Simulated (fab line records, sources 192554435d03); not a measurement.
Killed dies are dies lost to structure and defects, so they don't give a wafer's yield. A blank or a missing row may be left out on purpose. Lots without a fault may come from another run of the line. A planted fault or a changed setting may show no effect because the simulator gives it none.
Which tool did it? | flow n5_finfet | 24 lots, 72 wafers sampled, at 6 steps of a route of 1938

WHAT THE GAUGES READ, wafer by wafer
The record holds no reading of a measuring or inspecting step that can be judged against a usual standard deviation.

WHICH TOOL RAN EACH LOT (tool, then ch and the chambers of the sampled wafers, then the start)
lot  | N5_BEOL_M8_ETCH_65                 | N5_BEOL_M8_STRIP_80                           | N5_BEOL_M8_PRE_CLEAN_45      | N5_BEOL_M8_ALD_77                   | N5_BEOL_M8_DEP_56               | N5_BEOL_M9_ILD_DEP_00
L074 | rie_diel-03 ch 0,2,3, day 8 15:26  | rie_diel-03 ch 0,2,3, day 8 16:25 or earlier  | pvd_sputter-02, day 8 16:25  | ald_metal-01 ch 0,1,3, day 8 16:32  | pecvd-03 ch 0,1, day 8 18:18    | pecvd-03 ch 0,1, day 8 18:26
L077 | rie_diel-03 ch 0,1,3, day 9 15:08  | rie_diel-03 ch 0,1,3, day 9 16:05 or earlier  | pvd_sputter-02, day 9 16:05  | ald_metal-04 ch 0,1,2, day 9 16:08  | pecvd-01 ch 1,2, day 9 18:35    | pecvd-03 ch 0,2, day 9 18:44
L078 | rie_diel-04 ch 0,2,3, day 10 04:41 | rie_diel-04 ch 0,2,3, day 10 05:40 or earlier | pvd_sputter-01, day 10 05:40 | ald_metal-01 ch 0,1,2, day 10 05:44 | pecvd-03 ch 0,1,2, day 10 07:42 | pecvd-01 ch 0,1,2, day 10 07:50
L075 | rie_diel-01 ch 1,2,3, day 10 05:02 | rie_diel-01 ch 1,2,3, day 10 06:14 or earlier | pvd_sputter-02, day 10 06:14 | ald_metal-01 ch 0,3, day 10 06:18   | pecvd-03 ch 0,2, day 10 09:16   | pecvd-02 ch 0,2, day 10 09:23
L076 | rie_diel-04 ch 0,1, day 10 13:08   | rie_diel-04 ch 0,1, day 10 14:08 or earlier   | pvd_sputter-02, day 10 14:08 | ald_metal-04 ch 0,1,3, day 10 14:12 | pecvd-03 ch 0,1,2, day 10 17:13 | pecvd-01 ch 0,2, day 10 17:22
L080 | rie_diel-03 ch 2,3, day 10 19:29   | rie_diel-03 ch 2,3, day 10 20:42 or earlier   | pvd_sputter-02, day 10 20:42 | ald_metal-02 ch 0,2, day 10 20:46   | pecvd-03 ch 0,1, day 10 22:15   | pecvd-03 ch 0,2, day 10 22:23
L079 | rie_diel-03 ch 0,1,3, day 11 00:52 | rie_diel-03 ch 0,1,3, day 11 01:55 or earlier | pvd_sputter-01, day 11 01:55 | ald_metal-04 ch 0,2, day 11 01:59   | pecvd-01 ch 0,2, day 11 03:31   | pecvd-03 ch 0,2, day 11 03:38
L081 | rie_diel-04 ch 1,3, day 11 20:26   | rie_diel-04 ch 1,3, day 11 21:50 or earlier   | pvd_sputter-02, day 11 21:50 | ald_metal-04 ch 0,1,3, day 11 22:07 | pecvd-03 ch 0,1, day 12 01:46   | pecvd-01 ch 1,2, day 12 01:54
L083 | rie_diel-03 ch 0,2,3, day 11 21:49 | rie_diel-03 ch 0,2,3, day 12 00:49 or earlier | pvd_sputter-02, day 12 00:49 | ald_metal-04 ch 0,2, day 12 00:52   | pecvd-01 ch 0,1,2, day 12 02:15 | pecvd-02 ch 0,2, day 12 02:23
L082 | rie_diel-03 ch 0,2,3, day 12 05:19 | rie_diel-03 ch 0,2,3, day 12 06:22 or earlier | pvd_sputter-01, day 12 06:22 | ald_metal-04 ch 0,1, day 12 06:25   | pecvd-03 ch 0,2, day 12 08:13   | pecvd-02 ch 0,1,2, day 12 08:21
L084 | rie_diel-04 ch 1,2, day 12 05:22   | rie_diel-04 ch 1,2, day 12 06:26 or earlier   | pvd_sputter-03, day 12 06:26 | ald_metal-01 ch 0,1, day 12 06:30   | pecvd-04 ch 0,1, day 12 08:17   | pecvd-03 ch 0,1, day 12 08:26
L085 | rie_diel-04 ch 0,1,2, day 12 08:35 | rie_diel-04 ch 0,1,2, day 12 09:37 or earlier | pvd_sputter-03, day 12 09:37 | ald_metal-02 ch 0,3, day 12 09:41   | pecvd-04 ch 1,2, day 12 11:16   | pecvd-02 ch 0,1, day 12 11:23
L086 | rie_diel-01 ch 0,2,3, day 12 15:44 | rie_diel-01 ch 0,2,3, day 12 16:40 or earlier | pvd_sputter-02, day 12 16:40 | ald_metal-04 ch 0,2,3, day 12 16:44 | pecvd-04 ch 1,2, day 12 18:38   | pecvd-02 ch 1,2, day 12 18:46
L088 | rie_diel-04 ch 2,3, day 12 22:55   | rie_diel-04 ch 2,3, day 13 00:36 or earlier   | pvd_sputter-01, day 13 00:36 | ald_metal-04 ch 2,3, day 13 00:40   | pecvd-01 ch 0,1, day 13 02:07   | pecvd-03 ch 0,1, day 13 02:15
L087 | rie_diel-04 ch 1,2,3, day 13 00:12 | rie_diel-04 ch 1,2,3, day 13 01:27 or earlier | pvd_sputter-02, day 13 01:27 | ald_metal-04 ch 0,2,3, day 13 01:31 | pecvd-04 ch 0,1,2, day 13 02:57 | pecvd-03 ch 0,2, day 13 03:05
L089 | rie_diel-01 ch 0,1,2, day 13 00:23 | rie_diel-01 ch 0,1,2, day 13 01:45 or earlier | pvd_sputter-02, day 13 01:45 | ald_metal-01 ch 0,1,3, day 13 01:49 | pecvd-01 ch 1,2, day 13 03:39   | pecvd-02 ch 0,1,2, day 13 03:47
L090 | rie_diel-03 ch 0,2,3, day 13 17:17 | rie_diel-03 ch 0,2,3, day 13 18:13 or earlier | pvd_sputter-02, day 13 18:13 | ald_metal-01 ch 0,2,3, day 13 18:20 | pecvd-01 ch 0,1,2, day 13 22:05 | pecvd-02 ch 0,1, day 13 22:13
L091 | rie_diel-01 ch 0,3, day 14 05:34   | rie_diel-01 ch 0,3, day 14 06:39 or earlier   | pvd_sputter-02, day 14 06:39 | ald_metal-01 ch 1,2,3, day 14 06:43 | pecvd-03 ch 0,1, day 14 08:07   | pecvd-03 ch 1,2, day 14 08:15
L092 | rie_diel-03 ch 2,3, day 14 05:56   | rie_diel-03 ch 2,3, day 14 07:04 or earlier   | pvd_sputter-02, day 14 07:04 | ald_metal-02 ch 0,1, day 14 07:08   | pecvd-03 ch 0,2, day 14 10:02   | pecvd-02 ch 0,1,2, day 14 10:10
L093 | rie_diel-01 ch 1,2, day 14 09:16   | rie_diel-01 ch 1,2, day 14 10:31 or earlier   | pvd_sputter-03, day 14 10:31 | ald_metal-01 ch 0,2,3, day 14 10:35 | pecvd-04 ch 0,2, day 14 12:19   | pecvd-02 ch 0,1, day 14 12:27
L094 | rie_diel-01 ch 0,1,3, day 14 09:40 | rie_diel-01 ch 0,1,3, day 14 10:47 or earlier | pvd_sputter-03, day 14 10:47 | ald_metal-02 ch 0,3, day 14 10:52   | pecvd-03 ch 0,2, day 14 12:44   | pecvd-02 ch 1,2, day 14 12:52
L095 | rie_diel-03 ch 0,1,3, day 14 21:43 | rie_diel-03 ch 0,1,3, day 14 22:50 or earlier | pvd_sputter-02, day 14 22:50 | ald_metal-01 ch 0,2,3, day 14 22:54 | pecvd-04 ch 1,2, day 15 00:20   | pecvd-01 ch 0,1,2, day 15 00:28
L096 | rie_diel-01 ch 0,2,3, day 15 01:14 | rie_diel-01 ch 0,2,3, day 15 02:56 or earlier | pvd_sputter-03, day 15 02:56 | ald_metal-02 ch 1,3, day 15 03:14   | pecvd-01 ch 0,1,2, day 15 07:30 | pecvd-02 ch 0,1,2, day 15 07:38
L097 | rie_diel-04 ch 0,1,2, day 15 06:58 | rie_diel-04 ch 0,1,2, day 15 07:55 or earlier | pvd_sputter-02, day 15 07:55 | ald_metal-01 ch 0,1,3, day 15 07:58 | pecvd-01 ch 0,2, day 15 09:38   | pecvd-03 ch 0,2, day 15 09:46
- N5_BEOL_M8_ETCH_65: etches SiARC in CF4, target depth 15.6 nm, time 26 s.
- N5_BEOL_M8_STRIP_80: strips in N2/H2, time 10 s.
- N5_BEOL_M8_PRE_CLEAN_45: time 30 s.
- N5_BEOL_M8_ALD_77: deposits TaN, target thk 2 nm, pulse time 2 s, purge time 3 s.
- N5_BEOL_M8_DEP_56: deposits SiCN from 3MS/NH3, target thk 10 nm, time 17.5 s.
- N5_BEOL_M9_ILD_DEP_00: deposits SiCOH lowk from DEMS/porogen, target thk 308.51 nm, time 58 s.

WHAT THE TOOLS THEMSELVES READ (means of the sampled wafers that have a number; where no wafer has one, the mark that the record gives instead)
N5_BEOL_M8_ETCH_65. Usual: cf4_flow_sccm 100.00 sccm, standard deviation 0.29; drypump_motor_current_A 5.9 A, standard deviation 0.39; etch_rf_on_time_s 26.1 s, standard deviation 0.4; oes_product_au 0.68 a.u., standard deviation 0.09; rf_vpp_V 184.1 V, standard deviation 0.96; showerhead_plenum_p_Torr 2.14 Torr, standard deviation 0.049; throttle_valve_pct 15.65 %, standard deviation 0.25.
lot  | tool        | cf4_flow_sccm (sccm) | drypump_motor_current_A (A) | etch_rf_on_time_s (s) | oes_product_au (a.u.) | rf_vpp_V (V) | showerhead_plenum_p_Torr (Torr) | throttle_valve_pct (%) | flag
L074 | rie_diel-03 | 100.31               | 5.8                         | 26.5                  | 0.60                  | 184.6        | 2.14                            | 15.73                  |
L077 | rie_diel-03 | 100.06               | 5.9                         | 26.0                  | 0.67                  | 183.9        | 2.14                            | 15.63                  |
L078 | rie_diel-04 | 100.16               | 5.5                         | 26.1                  | 0.66                  | 184.5        | 2.11                            | 15.64                  |
L075 | rie_diel-01 | 100.03               | 6.2                         | 25.9                  | 0.65                  | 183.9        | 2.14                            | 15.71                  |
L076 | rie_diel-04 | 100.25               | 5.6                         | 26.2                  | 0.62                  | 184.4        | 2.18                            | 15.82                  |
L080 | rie_diel-03 | 99.98                | 6.0                         | 25.7                  | 0.78                  | 182.8        | 2.11                            | 15.47                  |
L079 | rie_diel-03 | 100.01               | 5.9                         | 25.8                  | 0.74                  | 184.2        | 2.13                            | 15.50                  |
L081 | rie_diel-04 | 99.86                | 5.9                         | 25.6                  | 0.72                  | 184.1        | 2.14                            | 15.53                  |
L083 | rie_diel-03 | 99.96                | 5.8                         | 26.0                  | 0.76                  | 183.2        | 2.13                            | 15.46                  |
L082 | rie_diel-03 | 99.80                | 5.8                         | 25.9                  | 0.75                  | 184.0        | 2.13                            | 15.45                  |
L084 | rie_diel-04 | 99.79                | 5.3                         | 25.8                  | 0.61                  | 183.2        | 2.15                            | 15.96                  |
L085 | rie_diel-04 | 99.99                | 5.4                         | 26.4                  | 0.68                  | 183.6        | 2.15                            | 15.71                  |
L086 | rie_diel-01 | 99.97                | 6.2                         | 26.1                  | 0.67                  | 184.8        | 2.19                            | 15.66                  |
L088 | rie_diel-04 | 99.96                | 5.7                         | 25.9                  | 0.70                  | 184.0        | 2.10                            | 15.56                  |
L087 | rie_diel-04 | 100.10               | 5.6                         | 26.0                  | 0.65                  | 183.4        | 2.14                            | 15.76                  |
L089 | rie_diel-01 | 100.31               | 6.3                         | 26.0                  | 0.64                  | 183.6        | 2.17                            | 15.75                  |
L090 | rie_diel-03 | 100.17               | 5.8                         | 26.4                  | 0.72                  | 184.0        | 2.13                            | 15.47                  |
L091 | rie_diel-01 | 99.58                | 6.3                         | 26.1                  | 0.69                  | 184.7        | 2.22                            | 15.74                  |
L092 | rie_diel-03 | 100.01               | 6.0                         | 26.0                  | 0.71                  | 183.6        | 2.10                            | 15.53                  |
L093 | rie_diel-01 | 100.09               | 6.4                         | 26.0                  | 0.60                  | 183.2        | 2.12                            | 15.85                  |
L094 | rie_diel-01 | 99.99                | 6.4                         | 26.1                  | 0.66                  | 184.3        | 2.17                            | 15.82                  |
L095 | rie_diel-03 | 99.84                | 5.9                         | 25.6                  | 0.77                  | 184.5        | 2.12                            | 15.38                  |
L096 | rie_diel-01 | 99.84                | 6.2                         | 26.6                  | 0.65                  | 184.6        | 2.18                            | 15.72                  |
L097 | rie_diel-04 | 99.89                | 5.4                         | 26.3                  | 0.65                  | 184.6        | 2.14                            | 15.74                  |

N5_BEOL_M8_STRIP_80. Usual: drypump_motor_current_A 5.9 A, standard deviation 0.39; oes_product_au 0.79 a.u., standard deviation 0.1; rf_vpp_V 59.3 V, standard deviation 0.87; showerhead_plenum_p_Torr 2.54 Torr, standard deviation 0.062; throttle_valve_pct 23.76 %, standard deviation 0.23.
lot  | tool        | drypump_motor_current_A (A) | oes_product_au (a.u.) | rf_vpp_V (V) | showerhead_plenum_p_Torr (Torr) | throttle_valve_pct (%) | flag
L074 | rie_diel-03 | 5.8                         | 0.70                  | 59.8         | 2.55                            | 23.67                  |
L077 | rie_diel-03 | 5.9                         | 0.78                  | 59.0         | 2.53                            | 23.71                  |
L078 | rie_diel-04 | 5.6                         | 0.78                  | 58.8         | 2.50                            | 23.81                  |
L075 | rie_diel-01 | 6.2                         | 0.77                  | 59.1         | 2.54                            | 23.85                  |
L076 | rie_diel-04 | 5.6                         | 0.73                  | 60.2         | 2.60                            | 24.01                  |
L080 | rie_diel-03 | 6.0                         | 0.91                  | 59.0         | 2.50                            | 23.48                  |
L079 | rie_diel-03 | 5.9                         | 0.86                  | 59.3         | 2.53                            | 23.61                  |
L081 | rie_diel-04 | 6.0                         | 0.84                  | 58.8         | 2.54                            | 23.82                  |
L083 | rie_diel-03 | 5.8                         | 0.89                  | 59.2         | 2.54                            | 23.47                  |
L082 | rie_diel-03 | 5.8                         | 0.87                  | 59.4         | 2.54                            | 23.48                  |
L084 | rie_diel-04 | 5.3                         | 0.72                  | 59.2         | 2.55                            | 24.00                  |
L085 | rie_diel-04 | 5.4                         | 0.79                  | 59.6         | 2.55                            | 23.86                  |
L086 | rie_diel-01 | 6.2                         | 0.79                  | 59.6         | 2.59                            | 23.77                  |
L088 | rie_diel-04 | 5.7                         | 0.81                  | 59.4         | 2.49                            | 23.78                  |
L087 | rie_diel-04 | 5.6                         | 0.77                  | 60.0         | 2.54                            | 23.90                  |
L089 | rie_diel-01 | 6.3                         | 0.75                  | 58.9         | 2.57                            | 23.86                  |
L090 | rie_diel-03 | 5.8                         | 0.85                  | 60.2         | 2.53                            | 23.50                  |
L091 | rie_diel-01 | 6.4                         | 0.81                  | 58.9         | 2.63                            | 23.82                  |
L092 | rie_diel-03 | 6.0                         | 0.83                  | 58.3         | 2.49                            | 23.51                  |
L093 | rie_diel-01 | 6.4                         | 0.70                  | 59.8         | 2.51                            | 23.98                  |
L094 | rie_diel-01 | 6.4                         | 0.77                  | 59.3         | 2.57                            | 23.93                  |
L095 | rie_diel-03 | 5.9                         | 0.90                  | 59.4         | 2.52                            | 23.52                  |
L096 | rie_diel-01 | 6.1                         | 0.76                  | 59.1         | 2.58                            | 23.80                  |
L097 | rie_diel-04 | 5.4                         | 0.77                  | 59.2         | 2.54                            | 23.89                  |

N5_BEOL_M8_PRE_CLEAN_45. Usual: heater_power_w 333 W, standard deviation 20.
lot  | tool           | heater_power_w (W) | flag
L074 | pvd_sputter-02 | 338                |
L077 | pvd_sputter-02 | 341                |
L078 | pvd_sputter-01 | 311                |
L075 | pvd_sputter-02 | 344                |
L076 | pvd_sputter-02 | 332                |
L080 | pvd_sputter-02 | 342                |
L079 | pvd_sputter-01 | 310                |
L081 | pvd_sputter-02 | 340                |
L083 | pvd_sputter-02 | 344                |
L082 | pvd_sputter-01 | 320                |
L084 | pvd_sputter-03 | 335                |
L085 | pvd_sputter-03 | 294                |
L086 | pvd_sputter-02 | 344                |
L088 | pvd_sputter-01 | 315                |
L087 | pvd_sputter-02 | 335                |
L089 | pvd_sputter-02 | 341                |
L090 | pvd_sputter-02 | 345                |
L091 | pvd_sputter-02 | 342                |
L092 | pvd_sputter-02 | 334                |
L093 | pvd_sputter-03 | 333                |
L094 | pvd_sputter-03 | 339                |
L095 | pvd_sputter-02 | 330                |
L096 | pvd_sputter-03 | 335                |
L097 | pvd_sputter-02 | 334                |

N5_BEOL_M8_ALD_77. Usual: heater_power_w 434 W, standard deviation 39.
lot  | tool         | heater_power_w (W) | flag
L074 | ald_metal-01 | 434                |
L077 | ald_metal-04 | 427                |
L078 | ald_metal-01 | 462                |
L075 | ald_metal-01 | 436                |
L076 | ald_metal-04 | 446                |
L080 | ald_metal-02 | 438                |
L079 | ald_metal-04 | 386                |
L081 | ald_metal-04 | 449                |
L083 | ald_metal-04 | 390                |
L082 | ald_metal-04 | 455                |
L084 | ald_metal-01 | 460                |
L085 | ald_metal-02 | 457                |
L086 | ald_metal-04 | 405                |
L088 | ald_metal-04 | 370                |
L087 | ald_metal-04 | 405                |
L089 | ald_metal-01 | 435                |
L090 | ald_metal-01 | 436                |
L091 | ald_metal-01 | 437                |
L092 | ald_metal-02 | 454                |
L093 | ald_metal-01 | 444                |
L094 | ald_metal-02 | 454                |
L095 | ald_metal-01 | 427                |
L096 | ald_metal-02 | 437                |
L097 | ald_metal-01 | 437                |

N5_BEOL_M8_DEP_56. Usual: showerhead_plenum_p_Torr 3.662 Torr, standard deviation 0.0091; throttle_valve_pct 8.9 %, standard deviation 0.32.
lot  | tool     | showerhead_plenum_p_Torr (Torr) | throttle_valve_pct (%) | flag
L074 | pecvd-03 | 3.657                           | 8.6                    |
L077 | pecvd-01 | 3.675                           | 9.1                    |
L078 | pecvd-03 | 3.661                           | 8.7                    |
L075 | pecvd-03 | 3.660                           | 8.7                    |
L076 | pecvd-03 | 3.658                           | 8.7                    |
L080 | pecvd-03 | 3.662                           | 8.8                    |
L079 | pecvd-01 | 3.671                           | 9.0                    |
L081 | pecvd-03 | 3.666                           | 8.8                    |
L083 | pecvd-01 | 3.667                           | 9.1                    |
L082 | pecvd-03 | 3.657                           | 8.9                    |
L084 | pecvd-04 | 3.657                           | 9.3                    |
L085 | pecvd-04 | 3.660                           | 9.4                    |
L086 | pecvd-04 | 3.662                           | 8.8                    |
L088 | pecvd-01 | 3.670                           | 9.1                    |
L087 | pecvd-04 | 3.661                           | 8.9                    |
L089 | pecvd-01 | 3.670                           | 9.0                    |
L090 | pecvd-01 | 3.659                           | 9.1                    |
L091 | pecvd-03 | 3.660                           | 8.8                    |
L092 | pecvd-03 | 3.654                           | 8.8                    |
L093 | pecvd-04 | 3.662                           | 8.6                    |
L094 | pecvd-03 | 3.654                           | 8.8                    |
L095 | pecvd-04 | 3.661                           | 9.2                    |
L096 | pecvd-01 | 3.672                           | 9.0                    |
L097 | pecvd-01 | 3.663                           | 9.2                    |

N5_BEOL_M9_ILD_DEP_00. Usual: heater_power_w 275 W, standard deviation 42; showerhead_plenum_p_Torr 5.735 Torr, standard deviation 0.017; throttle_valve_pct 13.7 %, standard deviation 0.6.
lot  | tool     | heater_power_w (W) | showerhead_plenum_p_Torr (Torr) | throttle_valve_pct (%) | flag
L074 | pecvd-03 | 298                | 5.740                           | 13.4                   |
L077 | pecvd-03 | 266                | 5.725                           | 13.2                   |
L078 | pecvd-01 | 225                | 5.741                           | 13.9                   |
L075 | pecvd-02 | 299                | 5.718                           | 13.8                   |
L076 | pecvd-01 | 217                | 5.741                           | 13.8                   |
L080 | pecvd-03 | 298                | 5.731                           | 13.4                   |
L079 | pecvd-03 | 320                | 5.721                           | 13.4                   |
L081 | pecvd-01 | 208                | 5.745                           | 13.9                   |
L083 | pecvd-02 | 279                | 5.724                           | 14.0                   |
L082 | pecvd-02 | 277                | 5.735                           | 13.8                   |
L084 | pecvd-03 | 266                | 5.733                           | 13.5                   |
L085 | pecvd-02 | 290                | 5.720                           | 14.3                   |
L086 | pecvd-02 | 283                | 5.749                           | 13.1                   |
L088 | pecvd-03 | 255                | 5.734                           | 13.3                   |
L087 | pecvd-03 | 299                | 5.725                           | 13.4                   |
L089 | pecvd-02 | 306                | 5.736                           | 13.8                   |
L090 | pecvd-02 | 283                | 5.743                           | 14.3                   |
L091 | pecvd-03 | 297                | 5.721                           | 13.4                   |
L092 | pecvd-02 | 298                | 5.738                           | 13.7                   |
L093 | pecvd-02 | 293                | 5.733                           | 14.3                   |
L094 | pecvd-02 | 310                | 5.756                           | 13.7                   |
L095 | pecvd-01 | 203                | 5.755                           | 13.9                   |
L096 | pecvd-02 | 295                | 5.737                           | 13.9                   |
L097 | pecvd-03 | 309                | 5.728                           | 13.3                   |

THE ANSWER, worked out from the rows above alone
Rule: a lot is off if the mean of its wafers that have a number lies more than 3 standard deviations from the usual mean. A lot without any number at a reading at which 4 lots or more have one is off too. The other lots that the step has rows for count as sound. The gauges are gone through in route order, then the tools' own readings, and for those a lot's mean is taken as printed above. The first step at which some lot is off is used, and at that step the reading that is off furthest; a lot without a number counts as furthest.
No lot is off at any reading shown: from this, nothing can be told.

WHAT THE SIMULATOR HAD PUT IN
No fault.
